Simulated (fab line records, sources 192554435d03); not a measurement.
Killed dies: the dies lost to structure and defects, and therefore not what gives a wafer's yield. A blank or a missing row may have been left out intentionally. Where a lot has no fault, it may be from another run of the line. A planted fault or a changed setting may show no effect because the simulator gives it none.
Matching of chambers | flow n5_finfet | N5_BEOL_M14_DESCUM_33 on rie_diel-05 has 4 sister chambers
The step chemistry O2, time 7.9 s. 4 wafers are shown with their chamber, then 7 later ones without.

## WAFERS PAIRED WITH THEIR CHAMBERS
wafer  | chamber | drypump_motor_current_A (A)
L087.3 | 0       | 5.5
L089.1 | 1       | 6.1
L090.1 | 2       | 5.7
L090.3 | 3       | 5.0

## WAFERS WITHOUT THEIR CHAMBER
wafer  | drypump_motor_current_A (A)
L090.4 | 6.1
L094.1 | 5.7
L094.5 | 6.1
L094.6 | 5.7
L092.1 | 5.6
L092.2 | 5.5
L092.4 | 6.1

## WHICH CHAMBER EACH ONE RAN IN
wafer  | from the rows above     | in truth
L090.4 | 1                       | 1
L094.1 | 2                       | 2
L094.5 | 1                       | 1
L094.6 | 2                       | 2
L092.1 | can't be placed: 0 or 2 | 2
L092.2 | 0                       | 0
L092.4 | 1                       | 1
Correctly placed: 6 of 7. Cannot be placed on the basis of these rows: 1; the candidates contain the true chamber in 1. 0 placed wrongly.
How it was worked out, from the rows above alone: a wafer's distance from a chamber is the root of the sum, over the readings, of the square of ((its reading less the chamber's mean) divided by the reading's scatter). The wafer belongs to the nearest chamber; if the next one is less than 2 further off, it can't be placed. The mean given for a chamber averages the wafers shown for that chamber. The scatter: with one shown wafer a chamber, the root of the mean of the squares of how far each hidden wafer lies from its nearest shown one.
